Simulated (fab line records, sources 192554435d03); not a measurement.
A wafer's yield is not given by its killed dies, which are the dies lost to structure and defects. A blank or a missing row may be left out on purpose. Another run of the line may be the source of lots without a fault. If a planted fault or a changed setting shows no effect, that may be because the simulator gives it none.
The tool behind it: which one? + flow n5 finfet + Sampling: 9 lots, 27 wafers, 5 of 1938 route steps

## WHAT THE GAUGES SHOWED, per wafer
N5_SD_EPI_P_CD_MEAS_09: target cd 240 nm. Usual: cd nm at 240.1 nm, with a standard deviation of 0.91.
| lot  | measured    | on        | cd nm (nm)        | flag |
|------|-------------|-----------|-------------------|------|
| L948 | day 8 03:01 | cd sem-03 | 240.1 240.8 240.6 |      |
| L956 | day 5 19:44 | cd sem-02 | 240.0 239.2 239.9 |      |
| L957 | day 6 00:20 | cd sem-01 | 240.8 240.2 240.5 |      |
| L958 | day 6 05:06 | cd sem-03 | 240.8 240.4 240.6 |      |
| L964 | day 7 17:35 | cd sem-01 | 239.8 240.1 241.0 |      |
| L965 | day 8 03:30 | cd sem-03 | 239.4 239.6 238.3 |      |
| L966 | day 8 12:32 | cd sem-01 | 239.2 239.2 240.3 |      |
| L969 | day 9 00:11 | cd sem-01 | 238.9 238.4 240.2 |      |
| L968 | day 9 01:34 | cd sem-03 | 238.5 238.5 238.7 |      |

N5_BEOL_M4_RC_MEAS_101. Usual: DIBL_N 36.1 mV/V, standard deviation 1.6; DIBL_P 35.7 mV/V, standard deviation 1.8; IOFF_N 0.159 nA/um, standard deviation 0.027; IOFF_P 0.21 nA/um, standard deviation 0.03; ION_N 673 uA/um, standard deviation 10; ION_P 462 uA/um, standard deviation 7.4; SS_N 71.4 mV/dec, standard deviation 0.56; SS_P 73.2 mV/dec, standard deviation 0.61; VT_N 249.7 mV, standard deviation 3; VT_P -250 mV, standard deviation 3.1.
| lot  | measured     | on        | DIBL_N (mV/V)  | DIBL_P (mV/V)  | IOFF_N (nA/um)    | IOFF_P (nA/um) | ION_N (uA/um) | ION_P (uA/um) | SS_N (mV/dec)  | SS_P (mV/dec)  | VT_N (mV)         | VT_P (mV)      | flag |
|------|--------------|-----------|----------------|----------------|-------------------|----------------|---------------|---------------|----------------|----------------|-------------------|----------------|------|
| L948 | day 13 19:43 | prober-02 | 35.2 34.6 35.8 | 36.1 35.4 36.3 | 0.172 0.143 0.170 | 0.23 0.23 0.24 | 691 664 680   | 479 471 468   | 71.9 71.3 71.6 | 73.7 73.3 74.1 | 247.3 251.2 250.4 | -247 -246 -246 |      |
| L956 | day 10 11:17 | prober-02 | 37.7 37.4 36.4 | 36.6 37.4 35.7 | 0.169 0.162 0.149 | 0.22 0.24 0.21 | 674 676 675   | 460 470 462   | 71.1 71.4 71.5 | 73.6 72.9 73.1 | 249.1 249.4 248.8 | -251 -247 -248 |      |
| L957 | day 10 17:29 | prober-02 | 35.6 35.1 37.0 | 36.0 35.4 37.4 | 0.159 0.149 0.190 | 0.20 0.19 0.23 | 684 673 678   | 463 459 464   | 71.0 71.8 71.6 | 73.1 72.8 73.9 | 247.0 249.9 246.2 | -251 -251 -249 |      |
| L958 | day 10 21:25 | prober-01 | 38.7 37.7 36.6 | 37.3 36.7 34.5 | 0.185 0.170 0.151 | 0.24 0.22 0.19 | 683 676 654   | 466 463 450   | 71.8 71.8 71.3 | 73.4 74.3 73.6 | 248.5 249.2 253.6 | -250 -248 -251 |      |
| L964 | day 12 17:29 | prober-01 | 35.4 38.7 39.3 | 35.2 38.5 38.7 | 0.131 0.195 0.200 | 0.18 0.23 0.23 | 675 679 686   | 462 463 466   | 70.7 71.5 71.9 | 72.7 74.0 74.1 | 249.4 246.7 248.2 | -251 -249 -246 |      |
| L965 | day 12 18:56 | prober-02 | 37.5 34.7 36.6 | 34.8 31.6 34.2 | 0.156 0.118 0.154 | 0.19 0.15 0.19 | 660 643 677   | 450 447 460   | 71.6 71.4 70.9 | 73.1 72.4 73.1 | 251.8 254.1 250.6 | -251 -255 -256 |      |
| L966 | day 13 17:08 | prober-01 | 34.9 35.7 36.4 | 34.5 36.9 37.7 | 0.122 0.148 0.163 | 0.17 0.21 0.21 | 666 683 683   | 455 467 465   | 71.1 70.8 71.6 | 73.3 73.6 73.8 | 253.6 250.6 250.1 | -252 -250 -251 |      |
| L969 | day 14 16:55 | prober-02 | 34.9 40.0 37.2 | 33.0 39.2 35.1 | 0.124 0.210 0.147 | 0.19 0.30 0.23 | 667 684 675   | 465 473 478   | 70.6 71.4 70.6 | 72.9 75.1 73.6 | 250.1 246.3 249.8 | -249 -246 -248 |      |
| L968 | day 15 05:43 | prober-01 | 35.2 34.7 36.7 | 34.8 33.7 36.9 | 0.156 0.139 0.201 | 0.22 0.20 0.26 | 662 670 694   | 460 468 482   | 71.1 70.9 71.0 | 73.1 72.1 73.1 | 247.2 251.6 243.3 | -244 -245 -242 |      |

## TOOL THAT RAN EACH LOT (tool first, then ch and the chambers of the sampled wafers, then the start)
| lot  | N5_SD_EPI_N_ETCHBACK_44           | N5_SD_EPI_P_COAT_03              | N5_SD_EPI_P_ETCH_47               |
|------|-----------------------------------|----------------------------------|-----------------------------------|
| L948 | rie diel-06 ch 0,1,3, day 3 14:31 | litho track-04 ch 0, day 8 02:38 | rie diel-02 ch 0,1, day 8 03:39   |
| L956 | rie diel-06 ch 0,2, day 5 15:31   | litho track-05 ch 0, day 5 19:23 | rie diel-04 ch 0,3, day 5 20:20   |
| L957 | rie diel-01 ch 1,3, day 5 20:11   | litho track-02 ch 0, day 5 23:59 | rie diel-04 ch 0,2,3, day 6 00:56 |
| L958 | rie diel-01 ch 1,2,3, day 6 00:34 | litho track-05 ch 0, day 6 04:44 | rie diel-05 ch 0,2,3, day 6 05:42 |
| L964 | rie diel-06 ch 0,2,3, day 7 13:40 | litho track-05 ch 0, day 7 17:14 | rie diel-05 ch 0,2, day 7 18:13   |
| L965 | rie diel-03 ch 2,3, day 7 23:16   | litho track-05 ch 0, day 8 03:08 | rie diel-05 ch 0,2,3, day 8 04:07 |
| L966 | rie diel-06 ch 0,1,3, day 8 07:26 | litho track-05 ch 0, day 8 12:17 | rie diel-04 ch 0,1,3, day 8 13:17 |
| L969 | rie diel-03 ch 0,1,3, day 8 20:15 | litho track-02 ch 0, day 8 23:49 | rie diel-04 ch 2,3, day 9 00:47   |
| L968 | rie diel-01 ch 0,2,3, day 8 21:28 | litho track-02 ch 0, day 9 01:12 | rie diel-05 ch 1,3, day 9 02:10   |
- N5_SD_EPI_N_ETCHBACK_44: etches SiNx in CH3F/O2, stops on SiO2, target depth 14.5 nm.
- N5_SD_EPI_P_COAT_03: resist thk 150 nm.
- N5_SD_EPI_P_ETCH_47: etches SiOCN in CH3F/O2, target depth 25 nm.

## AS READ BY THE TOOLS THEMSELVES (means over the sampled wafers that have a number; for cases with no such wafer, the mark the record gives instead)
N5_SD_EPI_N_ETCHBACK_44. Usual: drypump motor current A 5.6 A, standard deviation 0.32; oes product au 0.67 a.u., standard deviation 0.059; rf vpp V 297 V, standard deviation 5.8; showerhead plenum p Torr 2.03 Torr, standard deviation 0.05; throttle valve pct 16.4 %, standard deviation 0.31.
| lot  | tool        | drypump motor current A (A) | oes product au (a.u.) | rf vpp V (V) | showerhead plenum p Torr (Torr) | throttle valve pct (%) | flag |
|------|-------------|-----------------------------|-----------------------|--------------|---------------------------------|------------------------|------|
| L948 | rie diel-06 | 5.5                         | 0.67                  | 288          | 2.03                            | 16.5                   |      |
| L956 | rie diel-06 | 5.8                         | 0.72                  | 295          | 1.97                            | 16.1                   |      |
| L957 | rie diel-01 | 5.5                         | 0.74                  | 298          | 2.01                            | 16.2                   |      |
| L958 | rie diel-01 | 5.6                         | 0.69                  | 299          | 2.04                            | 16.4                   |      |
| L964 | rie diel-06 | 5.5                         | 0.67                  | 292          | 2.01                            | 16.4                   |      |
| L965 | rie diel-03 | 5.9                         | 0.62                  | 298          | 1.99                            | 16.4                   |      |
| L966 | rie diel-06 | 5.5                         | 0.64                  | 289          | 2.02                            | 16.5                   |      |
| L969 | rie diel-03 | 5.4                         | 0.62                  | 300          | 2.03                            | 16.5                   |      |
| L968 | rie diel-01 | 5.6                         | 0.68                  | 299          | 2.04                            | 16.2                   |      |

N5_SD_EPI_P_COAT_03. Usual: spin speed rpm at 1500.0 rpm, with a standard deviation of 0.92.
| lot  | tool           | spin speed rpm (rpm) | flag |
|------|----------------|----------------------|------|
| L948 | litho track-04 | 1500.0               |      |
| L956 | litho track-05 | 1500.5               |      |
| L957 | litho track-02 | 1498.8               |      |
| L958 | litho track-05 | 1499.3               |      |
| L964 | litho track-05 | 1208.8               | OFF  |
| L965 | litho track-05 | 1208.1               | OFF  |
| L966 | litho track-05 | 1208.0               | OFF  |
| L969 | litho track-02 | 1501.1               |      |
| L968 | litho track-02 | 1500.3               |      |

N5_SD_EPI_P_ETCH_47. Usual: drypump motor current A 5.4 A, standard deviation 0.39; oes product au 0.76 a.u., standard deviation 0.067; rf vpp V 128.9 V, standard deviation 2.7; showerhead plenum p Torr 2.02 Torr, standard deviation 0.065; throttle valve pct 16.45 %, standard deviation 0.21.
| lot  | tool        | drypump motor current A (A) | oes product au (a.u.) | rf vpp V (V) | showerhead plenum p Torr (Torr) | throttle valve pct (%) | flag |
|------|-------------|-----------------------------|-----------------------|--------------|---------------------------------|------------------------|------|
| L948 | rie diel-02 | 5.8                         | 0.85                  | 127.0        | 2.04                            | 16.56                  |      |
| L956 | rie diel-04 | 5.4                         | 0.74                  | 131.2        | 2.05                            | 16.31                  |      |
| L957 | rie diel-04 | 5.3                         | 0.70                  | 130.4        | 2.04                            | 16.53                  |      |
| L958 | rie diel-05 | 5.3                         | 0.73                  | 127.5        | 1.97                            | 16.57                  |      |
| L964 | rie diel-05 | 5.2                         | 0.69                  | 128.4        | 2.01                            | 16.76                  |      |
| L965 | rie diel-05 | 5.3                         | 0.72                  | 126.9        | 1.96                            | 16.60                  |      |
| L966 | rie diel-04 | 5.3                         | 0.72                  | 130.6        | 2.04                            | 16.41                  |      |
| L969 | rie diel-04 | 5.3                         | 0.76                  | 130.1        | 1.99                            | 16.55                  |      |
| L968 | rie diel-05 | 5.6                         | 0.77                  | 128.4        | 1.96                            | 16.41                  |      |

## THE ANSWER, worked out from the rows above alone
Rule: a lot counts as off when the mean over its wafers that have a number is more than 3 standard deviations away from the usual mean. A lot without any number at a reading at which 4 lots or more have one is off too. All remaining lots with rows at the step are treated as sound. After the gauges, taken in route order, come the tools' own readings; for these a lot's mean is taken, as printed above. The first step at which some lot is off is used, and at that step the reading that is off furthest; a lot without a number counts as furthest.
Off at N5_SD_EPI_P_COAT_03 (spin speed rpm): L964, L965, L966.
A tool fits if, at that step or a process step before it, it ran every lot that is off, and no sound lot after the first of them. One candidate fits, namely litho track-05 at N5_SD_EPI_P_COAT_03. Its last sound lot is L958 (day 6 04:44), its first lot that is off L964 (day 7 17:14): a fault that began between those two fits.
On the lots that are off, the tool's own readings at N5_SD_EPI_P_COAT_03 differ by more than 5 times the standard deviation of the sound lots' means, which bears it out; spin speed rpm reads 1208.3 rpm there versus 1500.0 rpm on the sound lots.

## WHAT HAD BEEN PUT IN BY THE SIMULATOR
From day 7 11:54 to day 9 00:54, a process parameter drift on litho track-05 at N5_SD_EPI_P_COAT_03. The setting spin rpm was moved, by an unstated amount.
Shown lots that were struck: L964, L965, L966. The rule given above showed the same thing.
